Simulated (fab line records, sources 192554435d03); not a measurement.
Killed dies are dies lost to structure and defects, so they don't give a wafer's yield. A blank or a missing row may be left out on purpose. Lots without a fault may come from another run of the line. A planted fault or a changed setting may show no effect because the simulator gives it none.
Split-lot experiment | flow n5_finfet | 7 lots, 21 wafers read, on a route of 1938 steps

THE SPLIT
At N5_WELL_APT_PEB_06 (peb time 90 s), the setting peb_time_s was moved away from the recipe's 90 s on 9 of the 21 wafers read, by -20.9% to +13.7%. The other wafers ran this setting at the recipe's value.

FROM THE SPLIT TO THE READING: what the file shows between them, 2 steps
- N5_WELL_APT_DEVELOP_07: develop time 45 s
- N5_WELL_APT_HARDBAKE_12: time 120 s

THE READING
cd_nm, in nm, at N5_WELL_APT_CD_MEAS_08 (target cd 200 nm). Fault-free wafers of this fab line usually give 199.7 nm, standard deviation 2.1 nm.

wafer  | tool, chamber at the split | peb_time_s as run, s | against the recipe | cd_nm, nm | against lot-mates on the recipe
L074.1 | litho_track-02, 0          | 90                   | recipe             | 202.2     | -
L074.2 | litho_track-02, 0          | 90                   | recipe             | 201.6     | -
L074.3 | litho_track-02, 0          | 90                   | recipe             | 200.6     | -
L079.2 | litho_track-03, 0          | 90                   | recipe             | 201.3     | -
L079.4 | litho_track-03, 0          | 90                   | recipe             | 201.2     | -
L079.6 | litho_track-03, 0          | 90                   | recipe             | 199.0     | -
L083.2 | litho_track-05, 0          | 71.19                | -20.9%             | 192.9     | no lot-mate on the recipe
L083.3 | litho_track-05, 0          | 71.19                | -20.9%             | 191.4     | no lot-mate on the recipe
L083.4 | litho_track-05, 0          | 71.19                | -20.9%             | 192.1     | no lot-mate on the recipe
L087.4 | litho_track-02, 0          | 90                   | recipe             | 201.7     | -
L087.5 | litho_track-02, 0          | 90                   | recipe             | 197.1     | -
L087.6 | litho_track-02, 0          | 90                   | recipe             | 198.9     | -
L092.1 | litho_track-03, 0          | 90                   | recipe             | 201.6     | -
L092.3 | litho_track-03, 0          | 90                   | recipe             | 198.9     | -
L092.4 | litho_track-03, 0          | 73.06                | -18.8%             | 191.9     | -8.3
L094.3 | litho_track-03, 0          | 90                   | recipe             | 197.3     | -
L094.5 | litho_track-03, 0          | 102.3                | +13.7%             | 202.5     | +5.2
L094.6 | litho_track-03, 0          | 102.3                | +13.7%             | 203.8     | +6.5
L095.1 | litho_track-02, 0          | 98.36                | +9.3%              | 203.1     | no lot-mate on the recipe
L095.3 | litho_track-02, 0          | 98.36                | +9.3%              | 200.9     | no lot-mate on the recipe
L095.4 | litho_track-02, 0          | 98.36                | +9.3%              | 204.0     | no lot-mate on the recipe

THE FIT
A straight line over all 21 wafers: cd_nm changes by +0.347 nm for each +1% of peb_time_s; r = +0.92; the points scatter about the line by 1.6 nm.
The same after taking each lot's own level away (the mean of its wafers on the recipe; 15 wafers): +0.436 nm for each +1%; r = +0.93; scatter 1.2 nm.
On that fit, the largest move of peb_time_s shifts the reading by 9.1 nm.
The lots' own levels span 197.30 to 201.47 nm, that is 2.0 times the standard deviation above.
So the lot-to-lot level changes the slope: the two fits differ.
Check: with one of the wafers moved furthest among these (-18.8%) left out of the fit, the line predicts -8.06 nm for it against its lot-mates. It came out at -8.35 nm against them.

OTHER SPLITS ON THESE WAFERS
These wafers also went through other splits before the reading. Each is held against what the fit with the lots' levels taken away leaves over:
other split on the same wafers | wafers away from the commonest value | r with cd_nm (lot level and that fit taken away)
N5_WELL_APT_COAT_02 spin_rpm   | 8                                    | +0.20

THE WHOLE CHAIN: every reading that the file lists as answering this split, in the file's order
step                   | what it does             | reading                                                         | change (the file's fit)               | r (the file's)
N5_WELL_APT_CD_MEAS_08 | target cd 200 nm         | cd_nm                                                           | +0.439 nm for each +1% of the setting | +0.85
N5_WELL_APT_DESCUM_13  | chemistry O2, time 7.9 s | WELL_APT.cd_nm (the simulator's own value, which no gauge read) | +0.441 nm for each +1% of the setting | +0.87

THE FILE'S OWN FIT
cd_nm changes by +0.439 nm for each +1% of peb_time_s, r = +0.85.
